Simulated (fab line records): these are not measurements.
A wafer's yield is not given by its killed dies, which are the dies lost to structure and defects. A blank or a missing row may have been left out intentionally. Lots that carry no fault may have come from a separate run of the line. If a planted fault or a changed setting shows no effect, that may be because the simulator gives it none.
Lot-split experiment | flow n5 finfet | 21 wafers read from 7 lots, route of 1938 steps

## ABOUT THE SPLIT
At N5_BEOL_M0_CUTY_EXPOSE_54 (exposes mask M0 ABLK), the setting dose mj was moved away from the recipe's 36 on 6 of the 21 wafers read, by -2.9% to +6.8%. This setting was run at the recipe's value on the other wafers.

## FROM THE SPLIT TO THE READING: what the file shows between them, 2 steps
- N5_BEOL_M0_CUTY_PEB_55: peb time 60 s
- N5_BEOL_M0_CUTY_DEVELOP_56: develop time 30 s

## THE READING
cd nm, in nm, at N5_BEOL_M0_CUTY_CD_MEAS_57 (target cd 200 nm). A value of 200.2 nm with a standard deviation of 0.82 nm is what fault-free wafers of this fab line usually give.

wafer  | tool, chamber at the split | dose mj as run | against the recipe | cd nm, nm | against lot-mates on the recipe
L075.1 | arfi scanner-01, 0         | 36             | recipe             | 201.4     | -
L075.2 | arfi scanner-01, 0         | 36             | recipe             | 202.2     | -
L075.3 | arfi scanner-01, 0         | 36             | recipe             | 201.2     | -
L076.3 | arfi scanner-02, 0         | 36             | recipe             | 199.6     | -
L076.4 | arfi scanner-02, 0         | 38.44          | +6.8%              | 195.3     | -4.0
L076.6 | arfi scanner-02, 0         | 36             | recipe             | 199.1     | -
L081.1 | arfi scanner-01, 0         | 36             | recipe             | 199.8     | -
L081.2 | arfi scanner-01, 0         | 36             | recipe             | 199.9     | -
L081.3 | arfi scanner-01, 0         | 37.26          | +3.5%              | 198.0     | -1.9
L083.1 | arfi scanner-01, 0         | 36             | recipe             | 199.0     | -
L083.2 | arfi scanner-01, 0         | 38.1           | +5.8%              | 195.1     | -3.8
L083.3 | arfi scanner-01, 0         | 36             | recipe             | 198.7     | -
L086.3 | arfi scanner-02, 0         | 36             | recipe             | 200.7     | -
L086.4 | arfi scanner-02, 0         | 36             | recipe             | 200.9     | -
L086.6 | arfi scanner-02, 0         | 36             | recipe             | 201.5     | -
L089.1 | arfi scanner-02, 0         | 36             | recipe             | 200.2     | -
L089.3 | arfi scanner-02, 0         | 34.94          | -2.9%              | 201.9     | +1.7
L089.4 | arfi scanner-02, 0         | 34.94          | -2.9%              | 202.5     | +2.3
L090.4 | arfi scanner-03, 0         | 36             | recipe             | 200.4     | -
L090.5 | arfi scanner-03, 0         | 38.35          | +6.5%              | 195.0     | -5.5
L090.6 | arfi scanner-03, 0         | 36             | recipe             | 200.6     | -

THE FIT
A straight line over all 21 wafers: cd nm changes by -0.774 nm for each +1% of dose mj; r = -0.92; the points scatter about the line by 0.9 nm.
The same after taking each lot's own level away (the mean of its wafers on the recipe; 21 wafers): -0.681 nm for each +1%; r = -0.98; scatter 0.4 nm.
On that fit, the largest move of dose mj shifts the reading by 4.6 nm.
Measured against the standard deviation above, the lots' own levels, which go from 198.85 to 201.60 nm, span 3.4 times it.
Hence the slope depends on the lot-to-lot level, as the two fits are not the same.
Check: for one of the wafers moved furthest among these (+6.8%), held out of the fit, the line's prediction against its lot-mates is -4.85 nm. Against them it came out at -4.05 nm.

## FILE'S OWN FIT
cd nm changes by -0.678 nm for each +1% of dose mj, r = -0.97.
